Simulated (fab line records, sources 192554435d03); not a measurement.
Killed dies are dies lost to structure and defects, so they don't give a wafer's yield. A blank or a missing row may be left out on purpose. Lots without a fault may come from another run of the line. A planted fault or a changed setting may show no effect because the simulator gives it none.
Chamber matching | flow n5_finfet | N5_DUMMY_REMOVAL_HM_STRIP_01 on rie_diel-03: 4 sister chambers
The step strips SiNx in CH3F/O2, stops on poly-Si, target depth 4 nm, time 6.8 s. 4 wafers are shown with their chamber, then 8 later ones without.

WAFERS WITH THEIR CHAMBER
wafer  | chamber | throttle_valve_pct (%)
L084.3 | 2       | 16.73
L086.4 | 0       | 16.45
L086.5 | 3       | 16.55
L090.3 | 1       | 16.27

WAFERS WITHOUT THEIR CHAMBER
wafer  | throttle_valve_pct (%)
L090.4 | 16.75
L090.6 | 16.26
L096.1 | 16.59
L096.2 | 16.77
L096.5 | 16.60
L097.1 | 16.49
L097.2 | 16.61
L097.4 | 16.28

WHICH CHAMBER EACH WENT THROUGH
wafer  | from the rows above     | in truth
L090.4 | 2                       | 2
L090.6 | 1                       | 1
L096.1 | 3                       | 3
L096.2 | 2                       | 2
L096.5 | 3                       | 3
L097.1 | can't be placed: 0 or 3 | 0
L097.2 | can't be placed: 3 or 2 | 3
L097.4 | 1                       | 1
Placed correctly: 6 of 8. Can't be placed from these rows: 2 (the true chamber is among the candidates in 2). Placed wrongly: 0.
How it was worked out, from the rows above alone: a wafer's distance from a chamber is the root of the sum, over the readings, of the square of ((its reading less the chamber's mean) divided by the reading's scatter). The wafer belongs to the nearest chamber; if the next one is less than 2 further off, it can't be placed. A chamber's mean is the mean of its shown wafers. The scatter: with one shown wafer a chamber, the root of the mean of the squares of how far each hidden wafer lies from its nearest shown one.
